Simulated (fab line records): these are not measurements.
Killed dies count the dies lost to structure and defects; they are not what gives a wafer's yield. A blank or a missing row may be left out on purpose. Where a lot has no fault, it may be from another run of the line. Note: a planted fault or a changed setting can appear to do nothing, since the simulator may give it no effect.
Matching of chambers    flow n5 finfet    ald metal-02 running N5_BEOL_M0_ALD_136: 4 sister chambers
The step deposits TaN, pulse time 2 s, purge time 3 s, co reactant purge time 2 s. 18 wafers are shown with their chamber, then 9 later ones without.

## WAFERS, EACH WITH ITS CHAMBER
wafer   chamber  heater power w (W)
L077.2  0        383
L077.5  0        373
L077.6  3        410
L081.2  0        376
L081.4  3        423
L081.6  3        421
L082.1  2        392
L082.2  3        419
L082.4  0        382
L091.1  0        387
L091.3  3        418
L091.4  1        400
L092.2  3        411
L092.4  1        397
L092.6  0        380
L094.2  2        377
L094.3  1        404
L094.5  0        389

SIGNATURES (averages over the wafers above)
reading         chamber 0  chamber 1  chamber 2  chamber 3  scatter within a chamber
heater power w  381.43     400.33     384.50     417.00     5.81
Rule: a wafer lies at a distance from a chamber equal to the root of the sum of squares, over the readings, of (its reading less the chamber's mean, divided by the reading's scatter). If the next closest chamber is less than 2 further off than the closest, the wafer can't be placed; otherwise it belongs to the closest. The scatter: the root of (the sum of the squares of (reading less its chamber's mean) over the shown wafers, divided by (wafers less chambers)).

## WAFERS MISSING THEIR CHAMBER
wafer   heater power w (W)
L095.1  400
L095.2  422
L095.4  375
L096.2  374
L096.3  390
L096.4  418
L097.2  381
L097.3  421
L097.6  409

## EACH ONE'S CHAMBER
wafer   from the rows above           in truth
L095.1  1                             1
L095.2  3                             3
L095.4  can't be placed: 0 or 2       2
L096.2  can't be placed: 0 or 2       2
L096.3  can't be placed: 2 or 0 or 1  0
L096.4  3                             3
L097.2  can't be placed: 0 or 2       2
L097.3  3                             3
L097.6  can't be placed: 3 or 1       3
4 of 9 placed correctly. These rows do not allow placing 5 (true chamber among the candidates in 5). Placed wrongly: 0.
